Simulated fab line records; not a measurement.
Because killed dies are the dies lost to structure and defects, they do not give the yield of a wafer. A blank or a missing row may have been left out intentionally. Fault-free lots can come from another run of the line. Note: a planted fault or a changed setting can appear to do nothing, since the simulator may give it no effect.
fab line records + flow nand_harc + part 2 of 2: steps 26 to 36 of 36
record
- lots=5
- wafers=15
- last_day=33
route steps=1302 shown P_GATE@151
lots that met no fault: taken from a fault-free run of the same line
start_h: start of the lot's first displayed wafer, in hours after the record's first day + wait_h: hours from the lot's prior step to this one + " identical to the entry in the row above + L1.1+2: a single row standing in for several wafers + - either no value or no given start + * or withheld: withheld + < > ~ a bound
route shown NAME@n: a module of which the file shows steps, and the number in the route of the first + usual: mean/standard deviation taken from wafers without a fault + same: alike in all rows + chamber/n: place in a boat + sites: each site's reading + _std_site: standard deviation across them + _edge_site: mean of outer sites minus mean of inner sites + radius_mm: how far each site lies from the wafer's centre + mask NAME#n: copy n + behind: the tool/chamber that last shaped the wafer + hold: reason for holding the lot/hours on hold/outcome of the hold + device: the transistor (n, p or np) that didn't switch + end of line: at the end of the route, the tests of the same wafers + step lacking rows: just its recipe + killed: count of dies lost to structure and defects at first sort (not the wafer's yield) + map: a wafer's dies, marking killed ones x, the rest . and places with no die _
set.NAME: the setting as run; set.NAME@STEP: as run at that earlier step + model.NAME: the simulator's own value behind a step, which no gauge read
a table for each step, a row for each wafer; lots at some steps of the route
services: when a tool's chamber went out of use (start_h, in hours from the record's first day, below 0 if earlier), for how many hours, and the reason
## steps
# step NHARC_P_GATE_STRIP_50
# recipe
- time_s=900
- temp_c=130
- chemistry=SPM
# usual
- temp_c=130.02/0.15
| lot.wafer | tool         | chamber | start_h | wait_h | temp_c |
|-----------|--------------|---------|---------|--------|--------|
| L080.5    | wet_bench-04 | 7       | 174.01  | 0.1    | 130.14 |
| L080.6    | "            | 1       | "       | "      | 130.17 |
| L080.3    | "            | 4       | "       | "      | 129.86 |
| L085.6    | wet_bench-03 | 2       | 222.60  | 0.1    | 130.02 |
| L085.3    | "            | 3       | "       | "      | 130.09 |
| L085.1    | "            | 6       | "       | "      | 130.02 |
| L088.1    | wet_bench-03 | 0       | 254.69  | 0.1    | 129.96 |
| L088.4    | "            | 1       | "       | "      | 129.95 |
| L088.5    | "            | 2       | "       | "      | 129.94 |
| L091.6    | wet_bench-04 | 5       | 276.19  | 0.1    | 130.04 |
| L091.1    | "            | 7       | "       | "      | 130.20 |
| L091.3    | "            | 0       | "       | "      | 129.92 |
| L096.1    | wet_bench-01 | 7       | 339.75  | 0.1    | 130.00 |
| L096.3    | "            | 1       | "       | "      | 130.07 |
| L096.5    | "            | 4       | "       | "      | 129.91 |
# step NHARC_P_GATE_DEHYDRATE_51
# recipe
- temp_c=150
- time_s=120
# usual
- resist_line_temp_C=22.97/0.12
| lot.wafer | tool           | chamber | start_h | wait_h | resist_line_temp_C |
|-----------|----------------|---------|---------|--------|--------------------|
| L080.3    | litho_track-05 | 0       | 174.37  | -      | 22.89              |
| L080.5    | "              | 0       | "       | "      | 22.97              |
| L080.6    | "              | 0       | "       | "      | 23.03              |
| L085.1    | litho_track-05 | 0       | 223.00  | -      | 23.11              |
| L085.3    | "              | 0       | "       | "      | 23.12              |
| L085.6    | "              | 0       | "       | "      | 23.09              |
| L088.1    | litho_track-05 | 0       | 255.03  | -      | 23.05              |
| L088.4    | "              | 0       | "       | "      | 22.97              |
| L088.5    | "              | 0       | "       | "      | 22.93              |
| L091.1    | litho_track-05 | 0       | 276.52  | -      | 22.75              |
| L091.3    | "              | 0       | "       | "      | 22.67              |
| L091.6    | "              | 0       | "       | "      | 22.93              |
| L096.1    | litho_track-07 | 0       | 340.09  | -      | 23.04              |
| L096.3    | "              | 0       | "       | "      | 23.11              |
| L096.5    | "              | 0       | "       | "      | 22.93              |
# step NHARC_P_GATE_HMDS_52
# recipe
- time_s=30
# usual
- resist_line_temp_C=22.99/0.12
| lot.wafer | tool           | chamber | start_h | wait_h | resist_line_temp_C |
|-----------|----------------|---------|---------|--------|--------------------|
| L080.3    | litho_track-05 | 0       | -       | -      | 22.97              |
| L080.5    | "              | 0       | "       | "      | 23.00              |
| L080.6    | "              | 0       | "       | "      | 22.96              |
| L085.1    | litho_track-05 | 0       | -       | -      | 23.14              |
| L085.3    | "              | 0       | "       | "      | 22.96              |
| L085.6    | "              | 0       | "       | "      | 22.84              |
| L088.1    | litho_track-05 | 0       | -       | -      | 23.18              |
| L088.4    | "              | 0       | "       | "      | 23.02              |
| L088.5    | "              | 0       | "       | "      | 23.14              |
| L091.1    | litho_track-05 | 0       | -       | -      | 23.09              |
| L091.3    | "              | 0       | "       | "      | 22.96              |
| L091.6    | "              | 0       | "       | "      | 22.83              |
| L096.1    | litho_track-07 | 0       | -       | -      | 23.02              |
| L096.3    | "              | 0       | "       | "      | 22.98              |
| L096.5    | "              | 0       | "       | "      | 23.02              |
# step NHARC_P_GATE_COAT_53
# recipe
- spin_rpm=3000
# usual
- resist_line_temp_C=22.99/0.089
| lot.wafer | tool           | chamber | start_h | wait_h | resist_line_temp_C |
|-----------|----------------|---------|---------|--------|--------------------|
| L080.3    | litho_track-05 | 0       | -       | -      | 22.98              |
| L080.5    | "              | 0       | "       | "      | 22.95              |
| L080.6    | "              | 0       | "       | "      | 23.02              |
| L085.1    | litho_track-05 | 0       | -       | -      | 22.65              |
| L085.3    | "              | 0       | "       | "      | 22.95              |
| L085.6    | "              | 0       | "       | "      | 22.76              |
| L088.1    | litho_track-05 | 0       | -       | -      | 23.02              |
| L088.4    | "              | 0       | "       | "      | 22.90              |
| L088.5    | "              | 0       | "       | "      | 23.01              |
| L091.1    | litho_track-05 | 0       | -       | -      | 23.06              |
| L091.3    | "              | 0       | "       | "      | 22.83              |
| L091.6    | "              | 0       | "       | "      | 22.93              |
| L096.1    | litho_track-07 | 0       | -       | -      | 22.97              |
| L096.3    | "              | 0       | "       | "      | 22.99              |
| L096.5    | "              | 0       | "       | "      | 22.88              |
# step NHARC_P_GATE_SOFTBAKE_54
# recipe
- temp_c=122
- time_s=95
# usual
- resist_line_temp_C=22.97/0.097
| lot.wafer | tool           | chamber | start_h | wait_h | resist_line_temp_C |
|-----------|----------------|---------|---------|--------|--------------------|
| L080.3    | litho_track-05 | 0       | -       | -      | 22.92              |
| L080.5    | "              | 0       | "       | "      | 22.98              |
| L080.6    | "              | 0       | "       | "      | 22.99              |
| L085.1    | litho_track-05 | 0       | -       | -      | 22.93              |
| L085.3    | "              | 0       | "       | "      | 23.03              |
| L085.6    | "              | 0       | "       | "      | 22.95              |
| L088.1    | litho_track-05 | 0       | -       | -      | 23.08              |
| L088.4    | "              | 0       | "       | "      | 22.85              |
| L088.5    | "              | 0       | "       | "      | 22.98              |
| L091.1    | litho_track-05 | 0       | -       | -      | 22.89              |
| L091.3    | "              | 0       | "       | "      | 22.89              |
| L091.6    | "              | 0       | "       | "      | 22.82              |
| L096.1    | litho_track-07 | 0       | -       | -      | 23.02              |
| L096.3    | "              | 0       | "       | "      | 22.93              |
| L096.5    | "              | 0       | "       | "      | 22.96              |
# step NHARC_P_GATE_EBR_55
# usual
- resist_line_temp_C=23.01/0.1
| lot.wafer | tool           | chamber | start_h | wait_h | resist_line_temp_C |
|-----------|----------------|---------|---------|--------|--------------------|
| L080.3    | litho_track-05 | 0       | -       | -      | 23.05              |
| L080.5    | "              | 0       | "       | "      | 23.12              |
| L080.6    | "              | 0       | "       | "      | 23.06              |
| L085.1    | litho_track-05 | 0       | -       | -      | 23.01              |
| L085.3    | "              | 0       | "       | "      | 22.96              |
| L085.6    | "              | 0       | "       | "      | 23.05              |
| L088.1    | litho_track-05 | 0       | -       | -      | 23.05              |
| L088.4    | "              | 0       | "       | "      | 23.08              |
| L088.5    | "              | 0       | "       | "      | 23.15              |
| L091.1    | litho_track-05 | 0       | -       | -      | 23.05              |
| L091.3    | "              | 0       | "       | "      | 23.04              |
| L091.6    | "              | 0       | "       | "      | 23.02              |
| L096.1    | litho_track-07 | 0       | -       | -      | 22.78              |
| L096.3    | "              | 0       | "       | "      | 22.95              |
| L096.5    | "              | 0       | "       | "      | 23.00              |
# step NHARC_P_GATE_EXPOSE_56
# recipe
- na=0.6
- target_cd_nm=720
- dose_mj=14.81
- mask_id=P_PSD
| lot.wafer  | tool           | chamber | start_h | wait_h | mask    |
|------------|----------------|---------|---------|--------|---------|
| L080.3+5+6 | krf_scanner-02 | 0       | 174.65  | -      | P_PSD#0 |
| L085.1+3+6 | krf_scanner-03 | 0       | 223.15  | -      | P_PSD#0 |
| L088.1+4+5 | krf_scanner-03 | 0       | 255.30  | -      | P_PSD#0 |
| L091.1+3+6 | krf_scanner-03 | 0       | 276.79  | -      | P_PSD#0 |
| L096.1+3+5 | krf_scanner-02 | 0       | 340.36  | -      | P_PSD#0 |
# step NHARC_P_GATE_PEB_57
# recipe
- peb_temp_c=118
- peb_time_s=85
# usual
- resist_line_temp_C=22.98/0.098
| lot.wafer | tool           | chamber | start_h | wait_h | resist_line_temp_C |
|-----------|----------------|---------|---------|--------|--------------------|
| L080.3    | litho_track-07 | 0       | 174.70  | 0.1    | 23.02              |
| L080.5    | "              | 0       | "       | "      | 23.08              |
| L080.6    | "              | 0       | "       | "      | 22.94              |
| L085.1    | litho_track-03 | 0       | 223.22  | 0.1    | 23.11              |
| L085.3    | "              | 0       | "       | "      | 23.20              |
| L085.6    | "              | 0       | "       | "      | 23.15              |
| L088.1    | litho_track-05 | 0       | 255.37  | 0.1    | 22.98              |
| L088.4    | "              | 0       | "       | "      | 23.07              |
| L088.5    | "              | 0       | "       | "      | 22.89              |
| L091.1    | litho_track-07 | 0       | 276.86  | 0.1    | 22.99              |
| L091.3    | "              | 0       | "       | "      | 22.88              |
| L091.6    | "              | 0       | "       | "      | 22.97              |
| L096.1    | litho_track-05 | 0       | 340.43  | 0.1    | 23.01              |
| L096.3    | "              | 0       | "       | "      | 22.99              |
| L096.5    | "              | 0       | "       | "      | 22.96              |
# step NHARC_P_GATE_DEVELOP_58
# recipe
- time_s=70
# usual
- resist_line_temp_C=22.99/0.093
| lot.wafer | tool           | chamber | start_h | wait_h | resist_line_temp_C |
|-----------|----------------|---------|---------|--------|--------------------|
| L080.3    | litho_track-07 | 0       | -       | -      | 23.01              |
| L080.5    | "              | 0       | "       | "      | 23.09              |
| L080.6    | "              | 0       | "       | "      | 23.00              |
| L085.1    | litho_track-03 | 0       | -       | -      | 23.02              |
| L085.3    | "              | 0       | "       | "      | 22.94              |
| L085.6    | "              | 0       | "       | "      | 22.96              |
| L088.1    | litho_track-05 | 0       | -       | -      | 22.85              |
| L088.4    | "              | 0       | "       | "      | 22.98              |
| L088.5    | "              | 0       | "       | "      | 23.11              |
| L091.1    | litho_track-07 | 0       | -       | -      | 22.98              |
| L091.3    | "              | 0       | "       | "      | 22.96              |
| L091.6    | "              | 0       | "       | "      | 23.06              |
| L096.1    | litho_track-05 | 0       | -       | -      | 22.88              |
| L096.3    | "              | 0       | "       | "      | 23.10              |
| L096.5    | "              | 0       | "       | "      | 23.00              |
# step NHARC_P_GATE_CD_MEAS_59
# recipe
- target_cd_nm=720
- landing_energy_ev=500
# usual
- cd_nm=720.0/1
| lot.wafer | tool      | chamber | start_h | wait_h | cd_nm |
|-----------|-----------|---------|---------|--------|-------|
| L080.3    | cd_sem-03 | 0       | 174.80  | -      | 719.6 |
| L080.5    | "         | 0       | "       | "      | 720.6 |
| L080.6    | "         | 0       | "       | "      | 720.9 |
| L085.1    | cd_sem-02 | 0       | 223.31  | -      | 720.3 |
| L085.3    | "         | 0       | "       | "      | 720.3 |
| L085.6    | "         | 0       | "       | "      | 719.6 |
| L088.1    | cd_sem-02 | 0       | 255.46  | -      | 720.4 |
| L088.4    | "         | 0       | "       | "      | 719.9 |
| L088.5    | "         | 0       | "       | "      | 719.6 |
| L091.1    | cd_sem-02 | 0       | 276.95  | -      | 719.8 |
| L091.3    | "         | 0       | "       | "      | 719.1 |
| L091.6    | "         | 0       | "       | "      | 718.0 |
| L096.1    | cd_sem-03 | 0       | 340.52  | -      | 719.3 |
| L096.3    | "         | 0       | "       | "      | 720.6 |
| L096.5    | "         | 0       | "       | "      | 718.9 |
# step NHARC_P_GATE_HARDBAKE_60
# recipe
- temp_c=125
- time_s=80
# usual
- resist_line_temp_C=23.02/0.093
| lot.wafer | tool           | chamber | start_h | wait_h | resist_line_temp_C |
|-----------|----------------|---------|---------|--------|--------------------|
| L080.3    | litho_track-07 | 0       | 174.88  | -      | 22.89              |
| L080.5    | "              | 0       | "       | "      | 23.00              |
| L080.6    | "              | 0       | "       | "      | 23.17              |
| L085.1    | litho_track-05 | 0       | 223.39  | -      | 23.06              |
| L085.3    | "              | 0       | "       | "      | 23.06              |
| L085.6    | "              | 0       | "       | "      | 23.04              |
| L088.1    | litho_track-03 | 0       | 255.54  | -      | 22.96              |
| L088.4    | "              | 0       | "       | "      | 22.98              |
| L088.5    | "              | 0       | "       | "      | 22.91              |
| L091.1    | litho_track-05 | 0       | 277.03  | -      | 22.98              |
| L091.3    | "              | 0       | "       | "      | 22.89              |
| L091.6    | "              | 0       | "       | "      | 22.93              |
| L096.1    | litho_track-03 | 0       | 340.60  | -      | 23.06              |
| L096.3    | "              | 0       | "       | "      | 22.79              |
| L096.5    | "              | 0       | "       | "      | 23.09              |
## services
| tool            | chamber | start_h | hours | kind   |
|-----------------|---------|---------|-------|--------|
| implanter-02    | -       | 146.00  | 13.0  | pm     |
| plasma_asher-01 | -       | 178.44  | 9.0   | pm     |
| rie_diel-07     | 3       | 200.40  | 4.0   | repair |
| plasma_asher-02 | -       | 206.38  | 2.4   | repair |
| wet_bench-03    | -       | 210.40  | 8.0   | pm     |
| plasma_asher-02 | -       | 212.58  | 2.8   | repair |
| wet_bench-04    | -       | 216.55  | 1.6   | repair |
| krf_scanner-03  | -       | 225.10  | 4.0   | pm     |
| krf_scanner-02  | -       | 226.32  | 0.6   | repair |
| wet_bench-04    | -       | 227.20  | 8.0   | pm     |
| plasma_asher-02 | -       | 249.39  | 9.0   | pm     |
| litho_track-07  | -       | 251.00  | 7.0   | pm     |
| krf_scanner-02  | -       | 266.00  | 4.0   | pm     |
| plasma_asher-01 | -       | 266.46  | 5.2   | repair |
| litho_track-03  | -       | 275.00  | 7.0   | pm     |
| wet_bench-01    | -       | 277.61  | 8.0   | pm     |
| krf_scanner-03  | -       | 278.13  | 0.9   | repair |
| wet_bench-04    | -       | 287.59  | 0.6   | repair |
| rie_diel-07     | -       | 294.20  | 9.0   | pm     |
| litho_track-05  | -       | 299.01  | 7.0   | pm     |
| krf_scanner-02  | -       | 299.78  | 0.9   | repair |
| krf_scanner-03  | -       | 300.92  | 1.1   | repair |
| rie_diel-06     | 1       | 304.02  | 5.5   | repair |
| rie_diel-06     | -       | 307.20  | 9.0   | pm     |
